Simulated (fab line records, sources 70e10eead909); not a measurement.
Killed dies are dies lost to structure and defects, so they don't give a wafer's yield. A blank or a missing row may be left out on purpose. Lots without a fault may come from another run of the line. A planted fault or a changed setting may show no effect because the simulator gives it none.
Chamber matching | flow nand_harc | NHARC_A_CONTACT_ALD_18 on ald_metal-03: 4 sister chambers
The step deposits TiN, target thk 3 nm, pulse time 1 s, ald cycles 150. 14 wafers are shown with their chamber, then 7 later ones without.

WAFERS WITH THEIR CHAMBER
wafer  | chamber | heater_power_outer_w (W) | heater_power_w (W) | precursor_pulse_height_rel
L076.3 | 2       | 831                      | 1201               | 1.013
L076.4 | 1       | 643                      | 1062               | 0.990
L076.5 | 0       | 806                      | 1331               | 0.994
L079.1 | 2       | 853                      | 1172               | 1.008
L079.3 | 1       | 648                      | 1031               | 1.021
L079.4 | 0       | 777                      | 1263               | 0.983
L082.3 | 3       | 685                      | 1074               | 0.984
L082.4 | 2       | 852                      | 1236               | 1.005
L082.5 | 3       | 682                      | 1086               | 0.958
L084.2 | 2       | 839                      | 1214               | 0.990
L084.4 | 0       | 773                      | 1248               | 0.997
L084.6 | 3       | 672                      | 1071               | 1.023
L088.1 | 0       | 769                      | 1216               | 1.016
L088.4 | 2       | 855                      | 1231               | 0.968

SIGNATURES (means of the wafers above)
reading                    | chamber 0 | chamber 1 | chamber 2 | chamber 3 | scatter within a chamber
heater_power_outer_w       | 781.25    | 645.50    | 846.00    | 679.67    | 11.8
heater_power_w             | 1264.50   | 1046.50   | 1210.80   | 1077.00   | 32.1
precursor_pulse_height_rel | 0.99750   | 1.00550   | 0.99680   | 0.98833   | 0.0213
Rule: a wafer's distance from a chamber is the root of the sum, over the readings, of the square of ((its reading less the chamber's mean) divided by the reading's scatter). The wafer belongs to the nearest chamber; if the next one is less than 2 further off, it can't be placed. The scatter: the root of (the sum of the squares of (reading less its chamber's mean) over the shown wafers, divided by (wafers less chambers)).

WAFERS WITHOUT THEIR CHAMBER
wafer  | heater_power_outer_w (W) | heater_power_w (W) | precursor_pulse_height_rel
L088.5 | 835                      | 1187               | 0.975
L093.3 | 774                      | 1236               | 1.000
L093.4 | 630                      | 1001               | 1.023
L093.5 | 656                      | 1030               | 0.979
L094.1 | 866                      | 1216               | 0.984
L094.2 | 675                      | 1079               | 0.999
L094.5 | 639                      | 1051               | 1.009

WHICH CHAMBER EACH WENT THROUGH
wafer  | from the rows above     | in truth
L088.5 | 2                       | 2
L093.3 | 0                       | 0
L093.4 | 1                       | 1
L093.5 | can't be placed: 1 or 3 | 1
L094.1 | 2                       | 2
L094.2 | 3                       | 3
L094.5 | 1                       | 1
Placed correctly: 6 of 7. Can't be placed from these rows: 1 (the true chamber is among the candidates in 1). Placed wrongly: 0.
